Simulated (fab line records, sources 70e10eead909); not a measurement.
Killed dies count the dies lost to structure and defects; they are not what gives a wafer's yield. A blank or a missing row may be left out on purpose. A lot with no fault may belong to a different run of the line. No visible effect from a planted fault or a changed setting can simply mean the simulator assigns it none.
fab line records ; flow nandHarc ; part 2 of 2: steps 24 to 33 of 33
record lots=5; wafers=15; lastDay=24
route steps=1159 shown P_GATE@154
lots with no fault: from the same line, run without faults
startH: the number of hours between the record's first day and the start of the first shown wafer of the lot ; waitH: hours since the lot's step before ; " same as the row above ; L1.1+2: a row that stands for several wafers ; - value missing, or start not given ; * or withheld: withheld ; < > ~ a bound
route shown NAME@n: names a module that has steps shown in the file, with the first one's number in the route ; usual: the fault-free wafers' mean and standard deviation ; same: alike in all rows ; chamber/n: place in a boat ; sites: readings site by site ; _std_site: standard deviation across them ; _edge_site: the outer-site mean with the inner-site mean subtracted ; radiusMm: for every site, how far away it sits from the centre of the wafer ; mask NAME#n: copy n ; behind: tool/chamber where the wafer was last shaped ; hold: what put the lot on hold/how long, in hours/how the hold closed ; device: names the non-switching transistor (n, p or np) ; end of line: tests of these same wafers at the route's end ; a step given without rows: its recipe and nothing more ; killed: count of dies lost to structure and defects at first sort (not the wafer's yield) ; map: a wafer's dies, x killed, . not, _ none there
set.NAME: the run value of the setting; set.NAME@STEP: its run value at that earlier step ; model.NAME: the simulator's own value behind a step, which no gauge read
a table for each step, a row for each wafer; lots at some steps of the route
services: when a tool's chamber went out of use (startH, in hours from the record's first day, below 0 if earlier), for how many hours, and the reason
## steps
# step NHARC_P_GATE_DEHYDRATE_51
# recipe tempC=150; timeS=120
# usual chillPlateTempC=23.02/0.1; exhaustPa=44.8/0.97
lot.wafer;tool;chamber;startH;waitH;chillPlateTempC;exhaustPa
L076.1;lithoTrack-07;0;120.33;-;23.01;43.2
L076.4;lithoTrack-07;0;120.33;-;22.90;43.6
L076.6;lithoTrack-07;0;120.33;-;22.93;44.3
L082.2;lithoTrack-02;0;156.27;-;23.05;45.7
L082.3;lithoTrack-02;0;156.27;-;23.10;45.0
L082.5;lithoTrack-02;0;156.27;-;23.01;44.6
L090.1;lithoTrack-02;0;205.47;-;22.99;45.8
L090.3;lithoTrack-02;0;205.47;-;23.07;44.6
L090.5;lithoTrack-02;0;205.47;-;23.05;44.7
L092.2;lithoTrack-07;0;211.84;-;23.00;46.9
L092.5;lithoTrack-07;0;211.84;-;23.09;45.2
L092.6;lithoTrack-07;0;211.84;-;23.05;46.0
L097.3;lithoTrack-07;0;241.51;-;23.10;44.5
L097.4;lithoTrack-07;0;241.51;-;23.05;44.6
L097.6;lithoTrack-07;0;241.51;-;22.90;45.4
# step NHARC_P_GATE_HMDS_52
# recipe timeS=30
# usual chillPlateTempC=23.03/0.12; exhaustPa=44.9/0.92
lot.wafer;tool;chamber;startH;waitH;chillPlateTempC;exhaustPa
L076.1;lithoTrack-07;0;-;-;22.91;46.1
L076.4;lithoTrack-07;0;-;-;22.99;46.1
L076.6;lithoTrack-07;0;-;-;23.01;46.5
L082.2;lithoTrack-02;0;-;-;23.01;44.7
L082.3;lithoTrack-02;0;-;-;23.01;45.8
L082.5;lithoTrack-02;0;-;-;23.04;45.6
L090.1;lithoTrack-02;0;-;-;22.75;43.0
L090.3;lithoTrack-02;0;-;-;22.76;45.6
L090.5;lithoTrack-02;0;-;-;23.01;44.6
L092.2;lithoTrack-07;0;-;-;23.26;46.5
L092.5;lithoTrack-07;0;-;-;23.17;44.4
L092.6;lithoTrack-07;0;-;-;23.04;45.1
L097.3;lithoTrack-07;0;-;-;22.94;46.2
L097.4;lithoTrack-07;0;-;-;23.05;44.8
L097.6;lithoTrack-07;0;-;-;22.93;44.8
# step NHARC_P_GATE_COAT_53
# recipe spinRpm=3000
# usual chillPlateTempC=23.02/0.11; exhaustPa=44.7/0.86
lot.wafer;tool;chamber;startH;waitH;chillPlateTempC;exhaustPa
L076.1;lithoTrack-07;0;-;-;23.44;44.2
L076.4;lithoTrack-07;0;-;-;23.25;43.7
L076.6;lithoTrack-07;0;-;-;23.07;44.0
L082.2;lithoTrack-02;0;-;-;23.04;45.4
L082.3;lithoTrack-02;0;-;-;22.92;44.4
L082.5;lithoTrack-02;0;-;-;22.83;45.8
L090.1;lithoTrack-02;0;-;-;23.25;42.4
L090.3;lithoTrack-02;0;-;-;23.06;43.4
L090.5;lithoTrack-02;0;-;-;23.09;42.7
L092.2;lithoTrack-07;0;-;-;23.15;44.9
L092.5;lithoTrack-07;0;-;-;23.17;45.0
L092.6;lithoTrack-07;0;-;-;23.09;44.5
L097.3;lithoTrack-07;0;-;-;22.99;45.6
L097.4;lithoTrack-07;0;-;-;22.98;45.0
L097.6;lithoTrack-07;0;-;-;23.06;45.7
# step NHARC_P_GATE_SOFTBAKE_54
# recipe tempC=122; timeS=95
# usual chillPlateTempC=22.99/0.1; exhaustPa=45.0/0.87
lot.wafer;tool;chamber;startH;waitH;chillPlateTempC;exhaustPa
L076.1;lithoTrack-07;0;-;-;22.98;44.1
L076.4;lithoTrack-07;0;-;-;22.94;46.0
L076.6;lithoTrack-07;0;-;-;22.97;43.9
L082.2;lithoTrack-02;0;-;-;22.89;43.3
L082.3;lithoTrack-02;0;-;-;23.12;44.8
L082.5;lithoTrack-02;0;-;-;23.16;45.6
L090.1;lithoTrack-02;0;-;-;23.02;45.3
L090.3;lithoTrack-02;0;-;-;23.01;44.2
L090.5;lithoTrack-02;0;-;-;23.06;45.6
L092.2;lithoTrack-07;0;-;-;22.98;44.8
L092.5;lithoTrack-07;0;-;-;23.16;45.9
L092.6;lithoTrack-07;0;-;-;22.91;43.6
L097.3;lithoTrack-07;0;-;-;23.06;43.8
L097.4;lithoTrack-07;0;-;-;23.01;44.1
L097.6;lithoTrack-07;0;-;-;23.00;44.7
# step NHARC_P_GATE_EBR_55
# usual chillPlateTempC=22.97/0.1; exhaustPa=45.1/0.87
lot.wafer;tool;chamber;startH;waitH;chillPlateTempC;exhaustPa
L076.1;lithoTrack-07;0;-;-;22.71;44.3
L076.4;lithoTrack-07;0;-;-;22.74;44.0
L076.6;lithoTrack-07;0;-;-;22.72;45.3
L082.2;lithoTrack-02;0;-;-;22.92;44.7
L082.3;lithoTrack-02;0;-;-;22.98;45.9
L082.5;lithoTrack-02;0;-;-;23.02;45.0
L090.1;lithoTrack-02;0;-;-;23.00;43.9
L090.3;lithoTrack-02;0;-;-;23.06;44.7
L090.5;lithoTrack-02;0;-;-;23.06;44.8
L092.2;lithoTrack-07;0;-;-;23.04;44.4
L092.5;lithoTrack-07;0;-;-;23.10;45.1
L092.6;lithoTrack-07;0;-;-;23.08;45.2
L097.3;lithoTrack-07;0;-;-;22.96;43.9
L097.4;lithoTrack-07;0;-;-;22.92;46.4
L097.6;lithoTrack-07;0;-;-;22.93;43.8
# step NHARC_P_GATE_EXPOSE_56
# recipe na=0.6; targetCdNm=720; doseMj=14.81; maskId=P_PSD
# usual stageVelMmS=499.95/0.26
lot.wafer;tool;chamber;startH;waitH;mask;stageVelMmS
L076.1;krfScanner-04;0;120.60;-;P_PSD#0;500.16
L076.4;krfScanner-04;0;120.60;-;P_PSD#0;500.01
L076.6;krfScanner-04;0;120.60;-;P_PSD#0;500.17
L082.2;krfScanner-04;0;156.42;-;P_PSD#0;499.66
L082.3;krfScanner-04;0;156.42;-;P_PSD#0;499.96
L082.5;krfScanner-04;0;156.42;-;P_PSD#0;499.62
L090.1;krfScanner-02;0;205.75;-;P_PSD#0;500.07
L090.3;krfScanner-02;0;205.75;-;P_PSD#0;499.49
L090.5;krfScanner-02;0;205.75;-;P_PSD#0;499.94
L092.2;krfScanner-04;0;212.12;-;P_PSD#0;499.61
L092.5;krfScanner-04;0;212.12;-;P_PSD#0;500.12
L092.6;krfScanner-04;0;212.12;-;P_PSD#0;500.30
L097.3;krfScanner-02;0;241.79;-;P_PSD#0;500.33
L097.4;krfScanner-02;0;241.79;-;P_PSD#0;500.47
L097.6;krfScanner-02;0;241.79;-;P_PSD#0;499.85
# step NHARC_P_GATE_PEB_57
# recipe pebTempC=118; pebTimeS=85
# usual chillPlateTempC=22.99/0.094; exhaustPa=45.0/0.98
lot.wafer;tool;chamber;startH;waitH;chillPlateTempC;exhaustPa
L076.1;lithoTrack-05;0;120.66;0.1;23.14;44.4
L076.4;lithoTrack-05;0;120.66;0.1;23.15;45.2
L076.6;lithoTrack-05;0;120.66;0.1;22.91;44.6
L082.2;lithoTrack-02;0;156.48;0.1;23.03;44.0
L082.3;lithoTrack-02;0;156.48;0.1;23.05;44.8
L082.5;lithoTrack-02;0;156.48;0.1;23.02;44.0
L090.1;lithoTrack-07;0;205.81;0.1;22.90;44.5
L090.3;lithoTrack-07;0;205.81;0.1;22.92;45.6
L090.5;lithoTrack-07;0;205.81;0.1;23.10;44.8
L092.2;lithoTrack-05;0;212.18;0.1;22.99;44.9
L092.5;lithoTrack-05;0;212.18;0.1;23.14;44.9
L092.6;lithoTrack-05;0;212.18;0.1;22.98;44.4
L097.3;lithoTrack-07;0;241.85;0.1;22.87;45.3
L097.4;lithoTrack-07;0;241.85;0.1;22.94;44.3
L097.6;lithoTrack-07;0;241.85;0.1;23.01;46.0
# step NHARC_P_GATE_DEVELOP_58
# recipe timeS=70
# usual chillPlateTempC=22.99/0.095; exhaustPa=45.2/0.89
lot.wafer;tool;chamber;startH;waitH;chillPlateTempC;exhaustPa
L076.1;lithoTrack-05;0;-;-;23.07;44.3
L076.4;lithoTrack-05;0;-;-;22.96;44.8
L076.6;lithoTrack-05;0;-;-;22.96;45.1
L082.2;lithoTrack-02;0;-;-;23.03;44.2
L082.3;lithoTrack-02;0;-;-;23.21;43.6
L082.5;lithoTrack-02;0;-;-;23.23;44.8
L090.1;lithoTrack-07;0;-;-;23.03;46.5
L090.3;lithoTrack-07;0;-;-;23.14;45.7
L090.5;lithoTrack-07;0;-;-;22.92;45.9
L092.2;lithoTrack-05;0;-;-;23.05;45.7
L092.5;lithoTrack-05;0;-;-;22.95;45.8
L092.6;lithoTrack-05;0;-;-;23.03;45.2
L097.3;lithoTrack-07;0;-;-;22.96;46.3
L097.4;lithoTrack-07;0;-;-;22.85;43.8
L097.6;lithoTrack-07;0;-;-;23.03;46.1
# step NHARC_P_GATE_CD_MEAS_59
# recipe targetCdNm=720; landingEnergyEv=500
# usual cdNm=719.3/1.8
lot.wafer;tool;chamber;startH;waitH;cdNm
L076.1;cdSem-01;0;120.75;-;717.3
L076.4;cdSem-01;0;120.75;-;715.8
L076.6;cdSem-01;0;120.75;-;718.0
L082.2;cdSem-02;0;156.57;-;719.4
L082.3;cdSem-02;0;156.57;-;719.2
L082.5;cdSem-02;0;156.57;-;721.2
L090.1;cdSem-03;0;205.90;-;720.6
L090.3;cdSem-03;0;205.90;-;722.0
L090.5;cdSem-03;0;205.90;-;723.2
L092.2;cdSem-03;0;212.27;-;719.7
L092.5;cdSem-03;0;212.27;-;719.2
L092.6;cdSem-03;0;212.27;-;716.5
L097.3;cdSem-02;0;241.94;-;722.5
L097.4;cdSem-02;0;241.94;-;721.1
L097.6;cdSem-02;0;241.94;-;722.3
# step NHARC_P_GATE_HARDBAKE_60
# recipe tempC=125; timeS=80
# usual chillPlateTempC=22.98/0.12; exhaustPa=45.2/1
lot.wafer;tool;chamber;startH;waitH;chillPlateTempC;exhaustPa
L076.1;lithoTrack-05;0;120.83;-;23.00;44.9
L076.4;lithoTrack-05;0;120.83;-;22.91;45.5
L076.6;lithoTrack-05;0;120.83;-;23.07;47.2
L082.2;lithoTrack-02;0;156.65;-;22.70;44.0
L082.3;lithoTrack-02;0;156.65;-;22.85;43.0
L082.5;lithoTrack-02;0;156.65;-;22.79;44.3
L090.1;lithoTrack-05;0;205.98;-;22.92;43.9
L090.3;lithoTrack-05;0;205.98;-;23.01;43.4
L090.5;lithoTrack-05;0;205.98;-;22.98;45.4
L092.2;lithoTrack-05;0;212.35;-;22.98;46.6
L092.5;lithoTrack-05;0;212.35;-;22.99;45.9
L092.6;lithoTrack-05;0;212.35;-;23.28;45.5
L097.3;lithoTrack-07;0;242.02;-;23.07;45.8
L097.4;lithoTrack-07;0;242.02;-;23.12;45.7
L097.6;lithoTrack-07;0;242.02;-;22.96;45.6
## services
tool;chamber;startH;hours;kind
rieDiel-01;0;81.93;3.9;repair
implanter-02;-;85.00;13.0;pm
plasmaAsher-01;-;99.36;9.0;pm
implanter-02;-;106.41;2.7;repair
krfScanner-04;-;113.69;1.4;repair
krfScanner-04;-;126.00;4.0;pm
wetBench-06;-;129.60;8.0;pm
rieDiel-01;-;137.84;9.0;pm
plasmaAsher-01;-;140.36;1.9;repair
implanter-02;-;145.37;5.8;repair
wetBench-01;-;147.64;1.5;repair
krfScanner-03;-;156.61;1.5;repair
lithoTrack-02;-;165.01;7.0;pm
rieDiel-03;-;167.17;1.2;repair
krfScanner-03;-;168.00;4.0;pm
wetBench-02;-;180.00;8.0;pm
plasmaAsher-02;-;183.00;9.0;pm
lithoTrack-07;-;189.00;7.0;pm
wetBench-02;-;197.02;4.2;repair
krfScanner-03;-;200.03;2.9;repair
rieDiel-03;2;209.91;12.3;repair
wetBench-01;-;213.60;8.0;pm
rieDiel-09;3;216.37;5.0;repair
lithoTrack-05;-;237.00;7.0;pm
